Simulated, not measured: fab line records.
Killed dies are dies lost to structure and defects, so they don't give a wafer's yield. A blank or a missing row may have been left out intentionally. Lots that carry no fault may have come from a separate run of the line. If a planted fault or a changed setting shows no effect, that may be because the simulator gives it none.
Matching of chambers / flow nandHarc / NHARC_A_STAIRCASE_DESCUM_186 on rieDiel-06 has 4 sister chambers
The step chemistry O2, time 3 s. 24 wafers are shown with their chamber, then 12 later ones without.

== WAFERS PAIRED WITH THEIR CHAMBERS ==
wafer=L076.1; chamber=3; drypumpMotorCurrentA (A)=6.2; showerheadPlenumPTorr (Torr)=1.96; o2FlowSccm (sccm)=199.2
wafer=L076.2; chamber=1; drypumpMotorCurrentA (A)=5.7; showerheadPlenumPTorr (Torr)=1.91; o2FlowSccm (sccm)=199.3
wafer=L076.5; chamber=1; drypumpMotorCurrentA (A)=5.7; showerheadPlenumPTorr (Torr)=1.91; o2FlowSccm (sccm)=198.9
wafer=L075.2; chamber=1; drypumpMotorCurrentA (A)=5.8; showerheadPlenumPTorr (Torr)=1.91; o2FlowSccm (sccm)=200.1
wafer=L075.5; chamber=0; drypumpMotorCurrentA (A)=6.2; showerheadPlenumPTorr (Torr)=1.96; o2FlowSccm (sccm)=199.7
wafer=L075.6; chamber=3; drypumpMotorCurrentA (A)=6.1; showerheadPlenumPTorr (Torr)=1.96; o2FlowSccm (sccm)=199.8
wafer=L074.1; chamber=1; drypumpMotorCurrentA (A)=5.8; showerheadPlenumPTorr (Torr)=1.91; o2FlowSccm (sccm)=199.7
wafer=L074.3; chamber=0; drypumpMotorCurrentA (A)=6.2; showerheadPlenumPTorr (Torr)=1.96; o2FlowSccm (sccm)=200.2
wafer=L074.4; chamber=3; drypumpMotorCurrentA (A)=6.1; showerheadPlenumPTorr (Torr)=1.96; o2FlowSccm (sccm)=200.1
wafer=L077.1; chamber=3; drypumpMotorCurrentA (A)=6.1; showerheadPlenumPTorr (Torr)=1.96; o2FlowSccm (sccm)=200.0
wafer=L077.5; chamber=0; drypumpMotorCurrentA (A)=6.2; showerheadPlenumPTorr (Torr)=1.95; o2FlowSccm (sccm)=199.8
wafer=L077.6; chamber=1; drypumpMotorCurrentA (A)=5.8; showerheadPlenumPTorr (Torr)=1.91; o2FlowSccm (sccm)=201.3
wafer=L079.1; chamber=2; drypumpMotorCurrentA (A)=5.4; showerheadPlenumPTorr (Torr)=1.86; o2FlowSccm (sccm)=200.4
wafer=L079.3; chamber=1; drypumpMotorCurrentA (A)=5.8; showerheadPlenumPTorr (Torr)=1.91; o2FlowSccm (sccm)=200.1
wafer=L079.5; chamber=2; drypumpMotorCurrentA (A)=5.4; showerheadPlenumPTorr (Torr)=1.86; o2FlowSccm (sccm)=201.7
wafer=L080.4; chamber=0; drypumpMotorCurrentA (A)=6.2; showerheadPlenumPTorr (Torr)=1.95; o2FlowSccm (sccm)=200.0
wafer=L080.5; chamber=3; drypumpMotorCurrentA (A)=6.1; showerheadPlenumPTorr (Torr)=1.96; o2FlowSccm (sccm)=199.5
wafer=L080.6; chamber=0; drypumpMotorCurrentA (A)=6.2; showerheadPlenumPTorr (Torr)=1.95; o2FlowSccm (sccm)=199.7
wafer=L081.1; chamber=0; drypumpMotorCurrentA (A)=6.2; showerheadPlenumPTorr (Torr)=1.95; o2FlowSccm (sccm)=199.2
wafer=L081.2; chamber=3; drypumpMotorCurrentA (A)=6.1; showerheadPlenumPTorr (Torr)=1.96; o2FlowSccm (sccm)=199.8
wafer=L081.4; chamber=1; drypumpMotorCurrentA (A)=5.8; showerheadPlenumPTorr (Torr)=1.91; o2FlowSccm (sccm)=199.6
wafer=L085.2; chamber=2; drypumpMotorCurrentA (A)=5.4; showerheadPlenumPTorr (Torr)=1.86; o2FlowSccm (sccm)=200.8
wafer=L085.3; chamber=3; drypumpMotorCurrentA (A)=6.1; showerheadPlenumPTorr (Torr)=1.95; o2FlowSccm (sccm)=200.1
wafer=L085.6; chamber=1; drypumpMotorCurrentA (A)=5.7; showerheadPlenumPTorr (Torr)=1.90; o2FlowSccm (sccm)=199.9

SIGNATURES, as means of the wafers listed above
reading=drypumpMotorCurrentA; chamber 0=6.200; chamber 1=5.763; chamber 2=5.400; chamber 3=6.114; scatter within a chamber=0.037
reading=showerheadPlenumPTorr; chamber 0=1.9533; chamber 1=1.9087; chamber 2=1.8600; chamber 3=1.9586; scatter within a chamber=0.00392
reading=o2FlowSccm; chamber 0=199.767; chamber 1=199.863; chamber 2=200.967; chamber 3=199.786; scatter within a chamber=0.531
Rule: a wafer lies at a distance from a chamber equal to the root of the sum of squares, over the readings, of (its reading less the chamber's mean, divided by the reading's scatter). If the next closest chamber is less than 2 further off than the closest, the wafer can't be placed; otherwise it belongs to the closest. The scatter is the square root of a quotient: the sum, over the shown wafers, of each reading's squared deviation from its chamber's mean, divided by wafers minus chambers.

== WAFERS WHOSE CHAMBER IS MISSING ==
wafer=L087.2; drypumpMotorCurrentA (A)=5.7; showerheadPlenumPTorr (Torr)=1.90; o2FlowSccm (sccm)=200.2
wafer=L087.4; drypumpMotorCurrentA (A)=6.1; showerheadPlenumPTorr (Torr)=1.95; o2FlowSccm (sccm)=199.6
wafer=L087.5; drypumpMotorCurrentA (A)=5.4; showerheadPlenumPTorr (Torr)=1.86; o2FlowSccm (sccm)=200.2
wafer=L092.2; drypumpMotorCurrentA (A)=5.7; showerheadPlenumPTorr (Torr)=1.90; o2FlowSccm (sccm)=199.7
wafer=L092.5; drypumpMotorCurrentA (A)=6.2; showerheadPlenumPTorr (Torr)=1.94; o2FlowSccm (sccm)=199.5
wafer=L092.6; drypumpMotorCurrentA (A)=5.7; showerheadPlenumPTorr (Torr)=1.90; o2FlowSccm (sccm)=200.0
wafer=L091.4; drypumpMotorCurrentA (A)=5.8; showerheadPlenumPTorr (Torr)=1.90; o2FlowSccm (sccm)=199.8
wafer=L091.5; drypumpMotorCurrentA (A)=5.7; showerheadPlenumPTorr (Torr)=1.90; o2FlowSccm (sccm)=199.9
wafer=L091.6; drypumpMotorCurrentA (A)=5.5; showerheadPlenumPTorr (Torr)=1.85; o2FlowSccm (sccm)=201.0
wafer=L095.1; drypumpMotorCurrentA (A)=5.7; showerheadPlenumPTorr (Torr)=1.90; o2FlowSccm (sccm)=200.6
wafer=L095.2; drypumpMotorCurrentA (A)=6.1; showerheadPlenumPTorr (Torr)=1.94; o2FlowSccm (sccm)=201.0
wafer=L095.6; drypumpMotorCurrentA (A)=6.2; showerheadPlenumPTorr (Torr)=1.94; o2FlowSccm (sccm)=198.8

== WHICH CHAMBER EACH WENT THROUGH ==
wafer=L087.2; from the rows above=1; in truth=1
wafer=L087.4; from the rows above=can't be placed: 3 or 0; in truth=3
wafer=L087.5; from the rows above=2; in truth=2
wafer=L092.2; from the rows above=1; in truth=1
wafer=L092.5; from the rows above=can't be placed: 0 or 3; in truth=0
wafer=L092.6; from the rows above=1; in truth=1
wafer=L091.4; from the rows above=1; in truth=1
wafer=L091.5; from the rows above=1; in truth=1
wafer=L091.6; from the rows above=2; in truth=2
wafer=L095.1; from the rows above=1; in truth=1
wafer=L095.2; from the rows above=can't be placed: 0 or 3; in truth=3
wafer=L095.6; from the rows above=can't be placed: 0 or 3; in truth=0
Placed correctly: 8 of 12. Unplaceable from these rows: 4, with the true chamber sitting among the candidates in 4. Wrongly placed: 0.
